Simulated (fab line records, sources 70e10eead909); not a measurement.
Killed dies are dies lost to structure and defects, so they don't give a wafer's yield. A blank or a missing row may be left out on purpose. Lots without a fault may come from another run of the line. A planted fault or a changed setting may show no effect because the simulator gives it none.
One fault seen from 2 desks | flow nand_harc | each desk has only its own numbers; what lay behind them comes last

THE TOOL OWNER'S DESK: pecvd_onon-04
The tool's own readings at NHARC_A_ONON_D1_DEP_03 (target thk 1000 nm): means of the sampled wafers that have a number, for each lot that ran on this tool. A lot is out of limits, marked OUT, if its mean lies more than 4 standard deviations from the usual mean; the brackets give that distance.
Columns: A = nh3_flow_sccm at NHARC_A_ONON_D1_DEP_03, usual 499.9 sccm
lot  | first seen here | A
L108 | day 7 20:06     | 499.8
L109 | day 8 09:17     | 500.8
L111 | day 9 01:57     | 499.2
L112 | day 9 14:23     | 498.7
L113 | day 9 18:15     | 499.0
L114 | day 10 11:52    | 499.9
L116 | day 11 06:49    | 501.4
L119 | day 12 07:41    | 501.1
This desk's finding: nothing out of limits on any of the 8 lots.

THE METROLOGY DESK
What the gauges read, lot by lot, whatever tool the lot ran on: means of the sampled wafers that have a number. A lot is out of limits, marked OUT, if its mean lies more than 4 standard deviations from the usual mean; the brackets give that distance.
Columns: A = cd_nm at NHARC_A_ZERO_WELL_CD_MEAS_10, usual 1999.8 nm; B = thk_nm at NHARC_A_ONON_D1_THK_MEAS_05, usual 998 nm
lot  | first seen here | A      | B
L108 | day 6 22:23     | 1997.0 | 1004
L110 | day 7 09:59     | 2000.3 | 997
L109 | day 7 10:38     | 2001.0 | 1005
L111 | day 8 00:31     | 2002.9 | 995
L112 | day 8 14:49     | 1999.3 | 1009
L113 | day 8 19:44     | 2001.2 | 988
L114 | day 9 12:35     | 2000.8 | 1008
L116 | day 10 08:58    | 1999.3 | 675 (-42) OUT
L119 | day 11 05:46    | 1999.8 | 674 (-42) OUT
L125 | day 14 02:28    | 1999.5 | 997
L126 | day 14 07:25    | 2001.1 | 1008
L128 | day 15 06:06    | 2001.5 | 1007
L129 | day 15 16:21    | 2001.9 | 1007
This desk's finding: out of limits on L116, L119; first on L116, day 11 07:16 (thk_nm at NHARC_A_ONON_D1_THK_MEAS_05). In limits: L108, L110, L109, L111, L112, L113, L114, L125, L126, L128, L129.

PUT TOGETHER
The metrology desk could have raised an alarm at day 11 07:16, on L116, L119.
The tool owner's desk saw nothing out of limits.
The tool owner's desk has L116, L119 on record, within its limits.
Of the lots named, all ran NHARC_A_ONON_D1_DEP_03 on pecvd_onon-04.

WHAT THE SIMULATOR HAD PUT IN
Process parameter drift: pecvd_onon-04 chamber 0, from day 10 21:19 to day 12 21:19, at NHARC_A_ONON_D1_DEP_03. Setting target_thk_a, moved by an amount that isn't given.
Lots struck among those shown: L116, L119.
Hours from the fault's start to each desk's first reading out of limits: the metrology desk, 10.
